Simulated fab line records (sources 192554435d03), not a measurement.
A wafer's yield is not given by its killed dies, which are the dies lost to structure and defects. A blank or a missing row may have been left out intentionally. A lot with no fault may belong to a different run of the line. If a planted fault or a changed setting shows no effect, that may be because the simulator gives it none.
fab line records	flow n5-finfet
[record] lots = 6	wafers = 18	last-day = 18
route steps=1938 shown BEOL_M4@1071 PASSIVATION@1936
lots untouched by any fault: they come from a run of this same line in which no faults occurred
start-h: hours from the record's opening day to when the first of the lot's shown wafers began	wait-h: how many hours have passed since the lot's step before this one	" identical to the entry in the row above	L1.1+2: a row that stands for several wafers	- either no value or no given start	* or withheld: withheld	< > ~ a bound
route shown NAME@n: NAME is a module with steps in the file, n the number in the route of the first one	usual: mean/standard deviation taken from wafers without a fault	same: alike in all rows	chamber/n: place in a boat	sites: readings site by site	_std_site: how widely they spread, as a standard deviation	_edge_site: outer sites' mean less inner sites'	radius-mm: for every site, how far away it sits from the centre of the wafer	mask NAME#n: copy n	behind: the tool/chamber that last shaped the wafer	hold: why the lot went on hold/how many hours it stayed there/how the hold came to an end	device: the transistor (n, p or np) that didn't switch	end of line: the tests these same wafers got at the end of their route	where a step has no rows: the recipe by itself	killed: count of dies lost to structure and defects at first sort (not the wafer's yield)	map: shows each die of a wafer: x if killed, . if not, _ if none is there
set.NAME: the setting as run; set.NAME@STEP: as run at that earlier step	model.NAME: the simulator's own value behind a step, which no gauge read
certain route steps with their lots: each step a table, each wafer a row
services: the hour from which a tool's chamber was out of use, counted from the record's first day as start-h (under 0 if before that day), plus the number of hours and why
[[steps]]
[step N5_BEOL_M4_ETCH_41]
[recipe] chemistry = CH3F/O2	target = SiCN	target-depth-a = 299	taper-deg = 2	time-s = 52.5	ion-energy-ev = 120	mask-material = TiN	pressure-mtorr = 30	source-w = 395	bias-w = 75	Ar_flow_sccm = 150	CH3F_flow_sccm = 30	O2_flow_sccm = 20
[step N5_BEOL_M4_STRIP_97]
[recipe] chemistry = N2/H2	time-s = 10	power-w = 450	temp-c = 40	pressure-mtorr = 20	rf-frequency-hz = 6e+07	bias-power-w = 7	n2-flow-sccm = 200	h2-flow-sccm = 200
[step N5_BEOL_M4_OCD_MEAS_38]
[usual] trench-depth-nm = 55.4/0.93
lot.wafer	tool	chamber	start-h	wait-h	trench-depth-nm
L359.3	ocd-02	-	212.87	-	55.7
L359.4	"	-	"	"	54.7
L359.6	"	-	"	"	55.2
L367.1	ocd-01	-	270.26	-	55.8
L367.4	"	-	"	"	53.6
L367.6	"	-	"	"	55.1
L369.1	ocd-02	-	271.40	-	54.9
L369.3	"	-	"	"	57.3
L369.5	"	-	"	"	55.2
L372.2	ocd-01	-	281.93	-	54.4
L372.5	"	-	"	"	54.3
L372.6	"	-	"	"	55.1
L374.1	ocd-01	-	300.29	-	54.6
L374.2	"	-	"	"	53.6
L374.6	"	-	"	"	54.7
L375.1	ocd-01	-	307.03	-	57.0
L375.5	"	-	"	"	56.8
L375.6	"	-	"	"	54.3
[step N5_BEOL_M4_HM_STRIP_39]
[recipe] chemistry = peroxide-tin-strip	material = TiN	target-depth-a = 250	temp-c = 50	time-s = 158
[step N5_BEOL_M4_SRD_40]
[recipe] time-s = 30	temp-c = 23	rinse-liquid = diw	dry = ipa-marangoni
[step N5_BEOL_M4_PRECLEAN_42]
[recipe] chemistry = residue-remover	time-s = 60	temp-c = 40
[step N5_BEOL_M4_SRD_43]
[recipe] time-s = 30	temp-c = 23	rinse-liquid = diw	dry = ipa-marangoni
[step N5_BEOL_M4_CD_MEAS_35]
[recipe] target-cd-nm = 18	target-cd-y-nm = 22.4	polarity = opening
[usual] cd-nm = 18.0/0.32
lot.wafer	tool	chamber	start-h	wait-h	cd-nm
L359.3	cd-sem-03	-	213.03	0.0	17.8
L359.4	"	-	"	"	17.8
L359.6	"	-	"	"	18.0
L367.1	cd-sem-03	-	270.42	0.0	17.8
L367.4	"	-	"	"	17.8
L367.6	"	-	"	"	18.5
L369.1	cd-sem-01	-	271.55	0.0	17.7
L369.3	"	-	"	"	18.0
L369.5	"	-	"	"	17.8
L372.2	cd-sem-02	-	282.09	0.0	18.0
L372.5	"	-	"	"	17.8
L372.6	"	-	"	"	18.4
L374.1	cd-sem-01	-	300.45	0.0	17.9
L374.2	"	-	"	"	17.4
L374.6	"	-	"	"	17.9
L375.1	cd-sem-02	-	307.19	0.0	17.8
L375.5	"	-	"	"	18.1
L375.6	"	-	"	"	17.6
[step N5_BEOL_M4_DEGAS_44]
[recipe] ambient = vacuum	temp-c = 250	time-s = 60
[step N5_BEOL_M4_PRE_CLEAN_45]
[recipe] gas = H2/He	time-s = 30	temp-c = 250
[step N5_BEOL_M4_ALD_84]
[recipe] material = TaN	target-thk-a = *	temp-c = 275	ald-precursor-family = PDMAT	ald-co-reactant = NH3	pressure-torr = 3	carrier-flow-sccm = 1500	pulse-time-s = 2	purge-time-s = 3	co-reactant-purge-time-s = 2	co-reactant-pulse-time-s = 3	ald-cycles = 30	precursor-vessel-temp-c = 75	precursor-vessel-pressure-torr = 26.25	precursor-vessel-carrier-sccm = 1000
[step N5_BEOL_M4_SURFACE_TREAT_85]
[recipe] gas = Ar	time-s = *	ion-energy-ev = *	ion-current-ma-cm2 = 0.5	pressure-mtorr = *	ar-flow-sccm = 30
[step N5_BEOL_M4_CVD_47]
[recipe] material = Co	target-thk-a = 30	temp-c = withheld	precursor = CCTBA/H2	pressure-torr = 30	time-s = 223.8
[usual] chamber-pressure-Torr = 29.99/0.063	run-length-s = 246.5/0.8
lot.wafer	tool	chamber	start-h	wait-h	chamber-pressure-Torr	run-length-s	since-wet-clean-h
L359.3	cvd-co-02	2	213.68	0.0	29.92	246.5	514
L359.4	"	1	"	"	29.91	245.4	-
L359.6	"	2	"	"	29.96	246.3	-
L367.1	cvd-co-02	0	271.25	0.1	-	-	-
L367.4	"	1	"	"	-	-	-
L367.6	"	2	"	"	-	-	-
L369.1	cvd-co-01	1	272.16	0.0	-	-	-
L369.3	"	0	"	"	-	-	-
L369.5	"	1	"	"	-	-	-
L372.2	cvd-co-01	1	283.45	0.1	30.05	245.9	1262
L372.5	"	2	"	"	29.99	246.7	-
L372.6	"	1	"	"	30.00	246.0	-
L374.1	cvd-co-01	1	301.00	0.1	29.93	246.3	1280
L374.2	"	2	"	"	29.95	246.1	383
L374.6	"	1	"	"	29.89	246.2	-
L375.1	cvd-co-01	1	308.43	0.0	30.03	246.1	1287
L375.5	"	2	"	"	30.05	246.2	-
L375.6	"	1	"	"	30.07	246.3	-
[step N5_BEOL_M4_SPUTTER_48]
[recipe] material = Cu	target-thk-a = 45	temp-c = -20	chamber-pressure-pa = 0.07	power-w = withheld	time-s = 8.29
[step N5_BEOL_M4_ANNEAL_49]
[recipe] temp-c = 400	time-s = 240	ambient = vacuum
[step N5_BEOL_M4_SPUTTER_79]
[recipe] material = Cu	target-thk-a = 45	temp-c = -20	chamber-pressure-pa = 0.07	power-w = withheld	time-s = 8.29
[step N5_BEOL_M4_ANNEAL_80]
[recipe] temp-c = 400	time-s = 240	ambient = vacuum
[step N5_BEOL_M4_SPUTTER_81]
[recipe] material = Cu	target-thk-a = 45	temp-c = -20	chamber-pressure-pa = 0.07	power-w = withheld	time-s = 8.29
[step N5_BEOL_M4_ANNEAL_82]
[recipe] temp-c = 400	time-s = 240	ambient = vacuum
[step N5_BEOL_M4_SPUTTER_86]
[recipe] material = Cu	target-thk-a = 45	temp-c = -20	chamber-pressure-pa = 0.07	power-w = withheld	time-s = 8.29
[usual] throttle-valve-pct = 29.6/0.81
lot.wafer	tool	chamber	start-h	wait-h	throttle-valve-pct
L359.3	pvd-sputter-03	-	214.55	0.1	30.5
L359.4	"	-	"	"	30.2
L359.6	"	-	"	"	29.8
L367.1	pvd-sputter-02	-	272.13	0.1	28.8
L367.4	"	-	"	"	29.3
L367.6	"	-	"	"	28.9
L369.1	pvd-sputter-03	-	273.12	0.1	30.9
L369.3	"	-	"	"	30.2
L369.5	"	-	"	"	30.1
L372.2	pvd-sputter-02	-	284.27	0.1	28.9
L372.5	"	-	"	"	29.0
L372.6	"	-	"	"	29.7
L374.1	pvd-sputter-02	-	303.33	0.1	29.0
L374.2	"	-	"	"	30.0
L374.6	"	-	"	"	28.7
L375.1	pvd-sputter-02	-	309.29	0.1	28.9
L375.5	"	-	"	"	28.7
L375.6	"	-	"	"	29.7
[step N5_BEOL_M4_ANNEAL_87]
[recipe] temp-c = 400	time-s = 240	ambient = vacuum
[step N5_BEOL_M4_SPUTTER_88]
[recipe] material = Cu	target-thk-a = 45	temp-c = -20	chamber-pressure-pa = 0.07	power-w = withheld	time-s = 8.29
[usual] throttle-valve-pct = 29.6/0.79
lot.wafer	tool	chamber	start-h	wait-h	throttle-valve-pct
L359.3	pvd-sputter-03	-	214.77	0.1	30.7
L359.4	"	-	"	"	29.9
L359.6	"	-	"	"	29.7
L367.1	pvd-sputter-02	-	272.35	0.1	28.7
L367.4	"	-	"	"	28.7
L367.6	"	-	"	"	28.9
L369.1	pvd-sputter-03	-	273.34	0.1	30.8
L369.3	"	-	"	"	30.6
L369.5	"	-	"	"	30.0
L372.2	pvd-sputter-02	-	284.49	0.1	29.0
L372.5	"	-	"	"	28.8
L372.6	"	-	"	"	29.8
L374.1	pvd-sputter-02	-	303.55	0.1	29.0
L374.2	"	-	"	"	29.7
L374.6	"	-	"	"	28.6
L375.1	pvd-sputter-02	-	309.51	0.1	29.2
L375.5	"	-	"	"	28.7
L375.6	"	-	"	"	29.9
[step N5_BEOL_M4_ANNEAL_89]
[recipe] temp-c = 400	time-s = 240	ambient = vacuum
[usual] heater-power-w = 796/72
lot.wafer	tool	chamber	start-h	wait-h	heater-power-w
L359.3	pvd-sputter-03	-	214.85	0.0	798
L359.4	"	-	"	"	711
L359.6	"	-	"	"	721
L367.1	pvd-sputter-02	-	272.43	0.0	720
L367.4	"	-	"	"	849
L367.6	"	-	"	"	924
L369.1	pvd-sputter-03	-	273.42	0.0	823
L369.3	"	-	"	"	802
L369.5	"	-	"	"	692
L372.2	pvd-sputter-02	-	284.57	0.0	925
L372.5	"	-	"	"	822
L372.6	"	-	"	"	785
L374.1	pvd-sputter-02	-	303.63	0.0	920
L374.2	"	-	"	"	792
L374.6	"	-	"	"	721
L375.1	pvd-sputter-02	-	309.59	0.0	910
L375.5	"	-	"	"	727
L375.6	"	-	"	"	811
[step N5_BEOL_M4_SPUTTER_90]
[recipe] material = Cu	target-thk-a = 45	temp-c = -20	chamber-pressure-pa = 0.07	power-w = withheld	time-s = 8.29
[step N5_BEOL_M4_ANNEAL_91]
[recipe] temp-c = 400	time-s = 240	ambient = vacuum
[step N5_BEOL_M4_SPUTTER_92]
[recipe] material = Cu	target-thk-a = 45	temp-c = -20	chamber-pressure-pa = 0.07	power-w = withheld	time-s = 8.29
[step N5_BEOL_M4_ANNEAL_93]
[recipe] temp-c = 400	time-s = 240	ambient = vacuum
[step N5_BEOL_M4_SPUTTER_94]
[recipe] material = Cu	target-thk-a = 45	temp-c = -20	chamber-pressure-pa = 0.07	power-w = withheld	time-s = 8.29
[step N5_BEOL_M4_ANNEAL_95]
[recipe] temp-c = 400	time-s = 240	ambient = vacuum
[usual] heater-power-w = 797/75
lot.wafer	tool	chamber	start-h	wait-h	heater-power-w
L359.3	pvd-sputter-03	-	215.51	0.0	790
L359.4	"	-	"	"	735
L359.6	"	-	"	"	728
L367.1	pvd-sputter-02	-	273.09	0.0	709
L367.4	"	-	"	"	813
L367.6	"	-	"	"	927
L369.1	pvd-sputter-03	-	274.08	0.0	827
L369.3	"	-	"	"	783
L369.5	"	-	"	"	732
L372.2	pvd-sputter-02	-	285.23	0.0	938
L372.5	"	-	"	"	828
L372.6	"	-	"	"	783
L374.1	pvd-sputter-02	-	304.29	0.0	944
L374.2	"	-	"	"	795
L374.6	"	-	"	"	702
L375.1	pvd-sputter-02	-	310.25	0.0	918
L375.5	"	-	"	"	717
L375.6	"	-	"	"	816
[step N5_BEOL_M4_SPUTTER_96]
[recipe] material = Cu	target-thk-a = 45	temp-c = -20	chamber-pressure-pa = 0.07	power-w = withheld	time-s = 8.29
[step N5_BEOL_M4_ECD_50]
[recipe] material = Cu	target-thk-a = 3000
[step N5_BEOL_M4_ANNEAL_51]
[recipe] temp-c = 225	time-s = 90	ambient = N2
[usual] wafer_temp_C_max = 226.28/0.27
lot.wafer	tool	chamber	start-h	wait-h	wafer_temp_C_max
L359.3	rtp-anneal-02	0	215.94	0.1	226.17
L359.4	"	0	"	"	226.35
L359.6	"	0	"	"	226.07
L367.1	rtp-anneal-01	0	273.43	0.1	226.25
L367.4	"	0	"	"	226.23
L367.6	"	0	"	"	226.02
L369.1	rtp-anneal-02	0	274.42	0.1	226.19
L369.3	"	0	"	"	226.53
L369.5	"	0	"	"	226.09
L372.2	rtp-anneal-01	0	285.61	0.1	226.62
L372.5	"	0	"	"	226.77
L372.6	"	0	"	"	226.61
L374.1	rtp-anneal-01	0	304.62	0.1	226.61
L374.2	"	0	"	"	226.23
L374.6	"	0	"	"	225.89
L375.1	rtp-anneal-02	0	310.58	0.1	226.25
L375.5	"	0	"	"	225.98
L375.6	"	0	"	"	226.03
[step N5_BEOL_M4_CMP_52]
[recipe] stop-on = SiOC	t-overpolish-s = 6.8	down-force-psi = 1	platen-rpm = 50	clearing-platen-down-force-psi = 1.5	clearing-platen-rpm = 50	post-cmp-clean = cu-alkaline	target-thk-nm = 40	clearing-platen-pad-velocity-m-s = 0.99484	pad-velocity-m-s = 0.99484
[usual] barrier-field-endpoint-s = 24.9/0.63	motor-current-A = 6.0/0.39
lot.wafer	tool	chamber	start-h	wait-h	barrier-field-endpoint-s	motor-current-A	model.Cu_of_BEOL_M4_ECD_50.thk-nm
L359.3	cmp-03	3	216.22	0.2	24.3	6.5	40.2
L359.4	"	0	"	"	25.8	6.4	39.4
L359.6	"	1	"	"	25.5	6.5	40.2
L367.1	cmp-04	0	273.73	0.3	21.6	5.9	43.6
L367.4	"	3	"	"	22.6	5.8	43
L367.6	"	0	"	"	22.3	5.9	43.6
L369.3	cmp-01	0	274.73	0.2	21.2	6.1	45
L369.1	"	1	"	"	20.8	5.5	42.4
L369.5	"	0	"	"	21.7	6.2	43.2
L372.2	cmp-04	3	285.90	0.2	24.4	6.0	40.4
L372.6	"	2	"	"	25.7	6.5	40
L372.5	"	3	"	"	24.8	5.7	39
L374.2	cmp-03	1	304.93	0.2	24.2	6.4	38
L374.1	"	0	"	"	24.3	6.1	39
L374.6	"	1	"	"	24.5	6.4	39.4
L375.1	cmp-04	0	310.96	0.3	23.8	5.9	40
L375.5	"	2	"	"	24.4	6.2	41.6
L375.6	"	3	"	"	25.0	5.6	41.2
[step N5_BEOL_M4_RC_MEAS_101]
[usual] DIBL_N = 35.9/1.4	DIBL_P = 35.9/1.7	IOFF_N = 0.155/0.023	IOFF_P = 0.201/0.029	ION_N = 672/8.8	ION_P = 460/7	SS_N = 71.6/0.48	SS_P = 73.1/0.64	VT_N = 250.0/3	VT_P = -251.6/3
lot.wafer	tool	chamber	start-h	wait-h	DIBL_N[mV/V]	DIBL_P[mV/V]	IOFF_N[nA/um]	IOFF_P[nA/um]	ION_N[uA/um]	ION_P[uA/um]	SS_N[mV/dec]	SS_P[mV/dec]	VT_N[mV]	VT_P[mV]
L359.3	prober-02	0	217.06	0.3	34.9	34.5	0.138	0.151	662	449	71.9	72.6	251.5	-256.6
L359.4	"	0	"	"	34.7	34.5	0.136	0.155	658	443	71.7	72.0	255.2	-257.3
L359.6	"	0	"	"	36.6	36.0	0.159	0.171	664	444	72.0	73.5	250.5	-255.5
L372.2	prober-02	0	286.63	0.2	38.0	37.5	0.173	0.216	677	460	72.0	73.7	250.2	-250.7
L372.5	"	0	"	"	38.5	38.4	0.196	0.239	697	472	71.5	74.1	246.2	-251.4
L372.6	"	0	"	"	38.2	38.5	0.185	0.237	686	463	72.3	72.9	247.8	-249.5
L374.1	prober-01	0	305.76	0.2	36.1	34.9	0.146	0.175	668	452	71.7	73.5	250.2	-255.3
L374.2	"	0	"	"	34.4	33.7	0.118	0.161	665	456	71.0	73.4	254.4	-255.5
L374.6	"	0	"	"	35.7	35.3	0.139	0.182	662	452	71.7	73.2	252.2	-253.5
L375.1	prober-02	0	311.49	0.0	34.9	34.0	0.134	0.199	669	469	71.5	72.6	254.6	-251.2
L375.5	"	0	"	"	35.8	34.6	0.145	0.206	670	463	72.1	73.7	249.8	-252.6
L375.6	"	0	"	"	35.1	34.6	0.141	0.203	667	459	71.2	72.7	251.0	-249.2
[step N5_PASSIVATION_PROBE_49]
[usual] defect-limited-yield = 91.7/1.5	killed_at_M0_to_M3 = 30/8.6	killed_at_M4_up = 12/4.5	killed-at-contacts = 13/5.8	killed-at-front-end = 38/11	killed-at-other = 4/3	killed-dies = 97/17	killed-on-rim = 13/3.6	killed-open = 63/12	killed-short = 32/8.8	sort_bin_5_function = 4.8/0.91	sort_bin_6_memory = 3.1/0.68	sort-n-pass = 1083/17	sort-yield-pct = 91.7/1.5
[same] gross-dies = 1180	killed-at-back-side = 0	sort_bin_4_leakage[%] = 0	sort_bin_8_speed[%] = 0
lot.wafer	tool	chamber	start-h	wait-h	defect-limited-yield[%]	killed_at_M0_to_M3	killed_at_M4_up	killed-at-contacts	killed-at-front-end	killed-at-other	killed-dies	killed-on-rim	killed-open	killed-short	sort_bin_5_function[%]	sort_bin_6_memory[%]	sort-n-pass	sort-yield-pct[%]
L359.3	prober-01	-	318.47	0.1	92.9	23	14	6	39	2	84	7	58	24	4.7	2.2	1096	92.9
L359.4	prober-01	-	318.52	0.2	92.3	27	10	9	42	3	91	16	60	31	4.0	3.2	1089	92.3
L359.6	prober-01	-	318.62	0.3	93.8	26	13	4	28	2	73	4	52	21	3.6	2.5	1107	93.8
L367.1	prober-01	-	378.00	0.0	0	40	1098	6	27	9	1180	152	61	28	88.1	11.8	0	0
L367.4	prober-01	-	378.15	0.2	0	17	1129	14	13	7	1180	152	49	15	90.2	9.6	0	0
L367.6	prober-01	-	378.25	0.3	0	26	1104	14	31	5	1180	152	60	24	89.9	10.1	0	0
L369.1	prober-02	-	385.12	0.0	0	16	1108	7	46	3	1180	152	47	30	90.4	9.2	0	0
L369.3	prober-02	-	385.22	0.1	0	21	1093	7	51	8	1180	152	70	28	89.2	10.6	0	0
L369.5	prober-02	-	385.32	0.2	0	38	1094	4	39	5	1180	152	70	30	90.8	8.7	0	0
// killed by level:class
L359.3 FIN_SAQP:geometric-particle:open=11 STI_FIN_REVEAL:geometric-particle:open=9 FIN_SAQP:geometric-particle:short=7 MOL_CONTACT_COAG:geometric-particle:open=6 BEOL_M1:geometric-particle:open=6 BEOL_M3:geometric-particle:open=5 BEOL_M0_SAQP:geometric-particle:open=4 BEOL_M4:geometric-particle:open=4
L359.4 STI_FIN_REVEAL:geometric-particle:open=15 FIN_SAQP:geometric-particle:short=8 FIN_SAQP:geometric-particle:open=8 BEOL_M3:geometric-particle:open=7 MOL_CONTACT_COAG:geometric-particle:open=5 BEOL_M1:geometric-particle:open=5 MOL_CONTACT_COAG:geometric-particle:short=4 BEOL_M0_SAQP:geometric-particle:short=4
L359.6 STI_FIN_REVEAL:geometric-particle:open=9 FIN_SAQP:geometric-particle:open=5 BEOL_M1:geometric-particle:open=5 BEOL_M3:geometric-particle:open=5 BEOL_M0_SAQP:geometric-particle:open=4 BEOL_M1:geometric-particle:short=4 BEOL_M4:geometric-particle:open=4 BEOL_M5:geometric-particle:open=4
L367.1 BEOL_M4:area-cvd=825 BEOL_M4:interface-void-opened=266 BEOL_M1:geometric-particle:open=10 STI_FIN_REVEAL:geometric-particle:open=8 BEOL_M0_SAQP:geometric-particle:open=6 DUMMY_GATE:geometric-particle:open=5 BEOL_M0_SAQP:geometric-particle:short=5 BEOL_M0:geometric-particle:open=5
L367.4 BEOL_M4:area-cvd=855 BEOL_M4:interface-void-opened=260 MOL_CONTACT_COAG:geometric-particle:open=13 BEOL_M4:geometric-particle:open=8 FIN_SAQP:geometric-particle:open=4 DUMMY_GATE:geometric-particle:open=3 BEOL_M0_SAQP:geometric-particle:open=3 MIM_TOP_ETCH:geometric-particle:open=3
L367.6 BEOL_M4:area-cvd=823 BEOL_M4:interface-void-opened=273 MOL_CONTACT_COAG:geometric-particle:open=11 DUMMY_GATE:geometric-particle:open=9 BEOL_M1:geometric-particle:open=9 BEOL_M3:geometric-particle:short=6 FIN_SAQP:geometric-particle:short=5 FIN_SAQP:geometric-particle:open=5
L369.1 BEOL_M4:area-cvd=856 BEOL_M4:interface-void-opened=247 FIN_SAQP:geometric-particle:open=11 STI_FIN_REVEAL:geometric-particle:open=6 GATE_CUT:geometric-particle:open=6 GATE_CUT:geometric-particle:short=5 MOL_CONTACT_COAG:geometric-particle:open=5 BEOL_M0_SAQP:geometric-particle:short=4
L369.3 BEOL_M4:area-cvd=846 BEOL_M4:interface-void-opened=236 FIN_SAQP:geometric-particle:open=14 STI_FIN_REVEAL:geometric-particle:open=10 DUMMY_GATE:geometric-particle:open=7 BEOL_M0_SAQP:geometric-particle:short=7 MOL_CONTACT_COAG:geometric-particle:open=5 BEOL_M3:geometric-particle:open=5
L369.5 BEOL_M4:area-cvd=844 BEOL_M4:interface-void-opened=235 BEOL_M0_SAQP:geometric-particle:short=15 BEOL_M4:geometric-particle:open=8 STI_FIN_REVEAL:geometric-particle:open=8 BEOL_M0_SAQP:geometric-particle:open=8 FIN_SAQP:geometric-particle:open=7 FIN_SAQP:geometric-particle:short=6
// map L367.1 (x killed, . not)
_________________xxxxxxxxxxxx________________
______________xxxxxxxxxxxxxxxxxx_____________
___________xxxxxxxxxxxxxxxxxxxxxxxx__________
__________xxxxxxxxxxxxxxxxxxxxxxxxxx_________
________xxxxxxxxxxxxxxxxxxxxxxxxxxxxxx_______
_______xxxxxxxxxxxxxxxxxxxxxxxxxxxxxxxx______
______xxxxxxxxxxxxxxxxxxxxxxxxxxxxxxxxxx_____
_____xxxxxxxxxxxxxxxxxxxxxxxxxxxxxxxxxxxx____
____xxxxxxxxxxxxxxxxxxxxxxxxxxxxxxxxxxxxxx___
___xxxxxxxxxxxxxxxxxxxxxxxxxxxxxxxxxxxxxxxx__
___xxxxxxxxxxxxxxxxxxxxxxxxxxxxxxxxxxxxxxxx__
__xxxxxxxxxxxxxxxxxxxxxxxxxxxxxxxxxxxxxxxxxx_
__xxxxxxxxxxxxxxxxxxxxxxxxxxxxxxxxxxxxxxxxxx_
_xxxxxxxxxxxxxxxxxxxxxxxxxxxxxxxxxxxxxxxxxxxx
_xxxxxxxxxxxxxxxxxxxxxxxxxxxxxxxxxxxxxxxxxxxx
_xxxxxxxxxxxxxxxxxxxxxxxxxxxxxxxxxxxxxxxxxxxx
_xxxxxxxxxxxxxxxxxxxxxxxxxxxxxxxxxxxxxxxxxxxx
_xxxxxxxxxxxxxxxxxxxxxxxxxxxxxxxxxxxxxxxxxxxx
_xxxxxxxxxxxxxxxxxxxxxxxxxxxxxxxxxxxxxxxxxxxx
_xxxxxxxxxxxxxxxxxxxxxxxxxxxxxxxxxxxxxxxxxxxx
_xxxxxxxxxxxxxxxxxxxxxxxxxxxxxxxxxxxxxxxxxxxx
__xxxxxxxxxxxxxxxxxxxxxxxxxxxxxxxxxxxxxxxxxx_
__xxxxxxxxxxxxxxxxxxxxxxxxxxxxxxxxxxxxxxxxxx_
___xxxxxxxxxxxxxxxxxxxxxxxxxxxxxxxxxxxxxxxx__
___xxxxxxxxxxxxxxxxxxxxxxxxxxxxxxxxxxxxxxxx__
____xxxxxxxxxxxxxxxxxxxxxxxxxxxxxxxxxxxxxx___
_____xxxxxxxxxxxxxxxxxxxxxxxxxxxxxxxxxxxx____
______xxxxxxxxxxxxxxxxxxxxxxxxxxxxxxxxxx_____
_______xxxxxxxxxxxxxxxxxxxxxxxxxxxxxxxx______
________xxxxxxxxxxxxxxxxxxxxxxxxxxxxxx_______
__________xxxxxxxxxxxxxxxxxxxxxxxxxx_________
___________xxxxxxxxxxxxxxxxxxxxxxxx__________
______________xxxxxxxxxxxxxxxxxx_____________
_________________xxxxxxxxxxxx________________
// map L369.1 (x killed, . not)
_________________xxxxxxxxxxxx________________
______________xxxxxxxxxxxxxxxxxx_____________
___________xxxxxxxxxxxxxxxxxxxxxxxx__________
__________xxxxxxxxxxxxxxxxxxxxxxxxxx_________
________xxxxxxxxxxxxxxxxxxxxxxxxxxxxxx_______
_______xxxxxxxxxxxxxxxxxxxxxxxxxxxxxxxx______
______xxxxxxxxxxxxxxxxxxxxxxxxxxxxxxxxxx_____
_____xxxxxxxxxxxxxxxxxxxxxxxxxxxxxxxxxxxx____
____xxxxxxxxxxxxxxxxxxxxxxxxxxxxxxxxxxxxxx___
___xxxxxxxxxxxxxxxxxxxxxxxxxxxxxxxxxxxxxxxx__
___xxxxxxxxxxxxxxxxxxxxxxxxxxxxxxxxxxxxxxxx__
__xxxxxxxxxxxxxxxxxxxxxxxxxxxxxxxxxxxxxxxxxx_
__xxxxxxxxxxxxxxxxxxxxxxxxxxxxxxxxxxxxxxxxxx_
_xxxxxxxxxxxxxxxxxxxxxxxxxxxxxxxxxxxxxxxxxxxx
_xxxxxxxxxxxxxxxxxxxxxxxxxxxxxxxxxxxxxxxxxxxx
_xxxxxxxxxxxxxxxxxxxxxxxxxxxxxxxxxxxxxxxxxxxx
_xxxxxxxxxxxxxxxxxxxxxxxxxxxxxxxxxxxxxxxxxxxx
_xxxxxxxxxxxxxxxxxxxxxxxxxxxxxxxxxxxxxxxxxxxx
_xxxxxxxxxxxxxxxxxxxxxxxxxxxxxxxxxxxxxxxxxxxx
_xxxxxxxxxxxxxxxxxxxxxxxxxxxxxxxxxxxxxxxxxxxx
_xxxxxxxxxxxxxxxxxxxxxxxxxxxxxxxxxxxxxxxxxxxx
__xxxxxxxxxxxxxxxxxxxxxxxxxxxxxxxxxxxxxxxxxx_
__xxxxxxxxxxxxxxxxxxxxxxxxxxxxxxxxxxxxxxxxxx_
___xxxxxxxxxxxxxxxxxxxxxxxxxxxxxxxxxxxxxxxx__
___xxxxxxxxxxxxxxxxxxxxxxxxxxxxxxxxxxxxxxxx__
____xxxxxxxxxxxxxxxxxxxxxxxxxxxxxxxxxxxxxx___
_____xxxxxxxxxxxxxxxxxxxxxxxxxxxxxxxxxxxx____
______xxxxxxxxxxxxxxxxxxxxxxxxxxxxxxxxxx_____
_______xxxxxxxxxxxxxxxxxxxxxxxxxxxxxxxx______
________xxxxxxxxxxxxxxxxxxxxxxxxxxxxxx_______
__________xxxxxxxxxxxxxxxxxxxxxxxxxx_________
___________xxxxxxxxxxxxxxxxxxxxxxxx__________
______________xxxxxxxxxxxxxxxxxx_____________
_________________xxxxxxxxxxxx________________
[[services]]
tool	chamber	start-h	hours	kind
cmp-03	-	196.07	4.0	pm
cvd-co-01	-	228.17	6.0	pm
cmp-01	-	236.01	1.9	repair
rtp-anneal-01	-	240.37	4.2	pm
cmp-01	-	246.46	1.2	repair
cmp-01	-	250.04	15.5	pm
cmp-03	-	252.05	1.9	repair
cmp-04	-	292.04	4.0	pm
cmp-04	-	296.04	-	consumable-replace:conditioner
cmp-04	-	296.04	-	consumable-replace:pad
cmp-01	-	303.96	3.1	repair
cmp-03	-	308.01	3.7	pm
[[key]]
[first-sign] step = N5_BEOL_M4_CVD_47	reading = tool-record	direction = missing
[effect] step = N5_BEOL_M4_CMP_52	reading = barrier-field-endpoint-s	direction = down	sigmas = 5.1	usual = 24.9	struck = 21.7
[effect] step = N5_PASSIVATION_PROBE_49	reading = killed_at_M4_up	direction = up	sigmas = 99+	usual = 12	struck = 1104
[model-effect] step = N5_BEOL_M4_CMP_52	value = Cu_of_BEOL_M4_ECD_50.thk-nm	without = 40.53	struck = 43.47
[more-kills-born-at] N5_BEOL_M4_CVD_47@cvd-co-01 = 2541	N5_BEOL_M4_CVD_47@cvd-co-02 = 2503
met-at N5_BEOL_M4_CVD_47
struck-wafers L367.1,L367.4,L367.6,L369.1,L369.3,L369.5
later-rows-left-out L367.1,L367.4,L367.6,L369.1,L369.3,L369.5
onset-between 213.68 271.25
[fault] kind = skipped-step-whole	tool = cvd-co-01,cvd-co-02	chamber = -	onset-h = 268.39	steps = N5_BEOL_M4_CVD_47	scope = struck-lots-only
// later-rows-left-out: the simulator's readings of these wafers behind a module that went badly wrong aren't trusted and aren't shown, but for the sort
